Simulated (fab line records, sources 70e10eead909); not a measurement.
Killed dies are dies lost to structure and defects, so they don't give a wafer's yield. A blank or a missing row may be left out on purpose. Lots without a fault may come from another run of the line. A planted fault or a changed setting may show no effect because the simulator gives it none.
Problem report in the 8D (eight disciplines) form, filled by code | flow nand_harc | the parts of the form that need people (team, actions taken, sign-off) are left out

1. THE PROBLEM
developer_temp_C at NHARC_P_GATE_DEVELOP_25 reads a mean of 20.72 C on 6 wafers of 2 lots; wafers without a fault read 23.00 C with a standard deviation of 0.1. That is -23 standard deviations from the usual mean.
The step: develop time 35 s.
First seen on wafer L581.2, day 9 18:00, on litho_track-04. The record holds 39 wafers of 13 lots with a number at this step. Rule for "out", or "out of limits": more than 4 standard deviations from the usual mean. The other wafers with a number count as sound.

2. WHAT IT IS AND WHAT IT IS NOT
question                    | is                     | is not
which readings at this step | developer_temp_C       | resist_line_temp_C
which lots                  | L581, L582             | L569, L571, L573, L574, L575, L576, L586, L587, L589, L591, L592
which wafers of those lots  | all that have a number | -
read on which tools         | litho_track-04         | litho_track-01, litho_track-06
when                        | from day 9 18:00       | up to then (18 sound wafers); but 15 sound wafers of L586, L587, L589, L591, L592 came after

3. SUSPECTS, AND WHAT RULES EACH OUT
Counting: a tool at a process step up to the reading stays a suspect if it ran every lot that is out and no sound lot after the first of them.
- rie_diel-07 at NHARC_P_GATE_DESCUM_13 (chemistry O2, time 3 s): kept. It ran every lot that is out, first L581 (day 9 04:20), and no sound lot after that; its last sound lot up to then is L574 (day 6 09:10).
- litho_track-04 at NHARC_P_GATE_DEVELOP_25 (develop time 35 s): ruled out as a lasting fault. Sound lots L592 ran on it after its first lot that is out, L581 (day 9 18:00).
Left after counting: rie_diel-07 at NHARC_P_GATE_DESCUM_13.

4. THE CAUSE (what the simulator had put in)
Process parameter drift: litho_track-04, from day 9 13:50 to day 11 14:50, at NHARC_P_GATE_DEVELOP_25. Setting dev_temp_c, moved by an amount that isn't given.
Counting ruled it out, wrongly.

5. THE CHAIN OF EFFECTS, in route order
Each row: a reading whose mean over the struck wafers that have a number lies more than 3 standard deviations from the usual. Only readings for which the record gives a usual standard deviation are gone through. hours: the time from each lot's start at the first step in this table that gives one to its start at this step, as a median over the lots. sigmas: the change in usual standard deviations.
hours | step                    | reading          | usual   | on struck wafers | change | sigmas
0     | NHARC_P_GATE_DEVELOP_25 | developer_temp_C | 23.00 C | 20.72            | -2.28  | -23
The process steps in it:
- NHARC_P_GATE_DEVELOP_25: develop time 35 s.
Later measuring or inspecting steps at which every struck wafer that the step has a row for has a number for every such reading, and none has moved that far: NHARC_P_CONTACT_INSPECT_14.

6. WHAT WOULD HAVE CAUGHT IT SOONER
In this record the first reading out of limits was taken at day 9 18:00, 4 hours after the fault began at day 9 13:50.
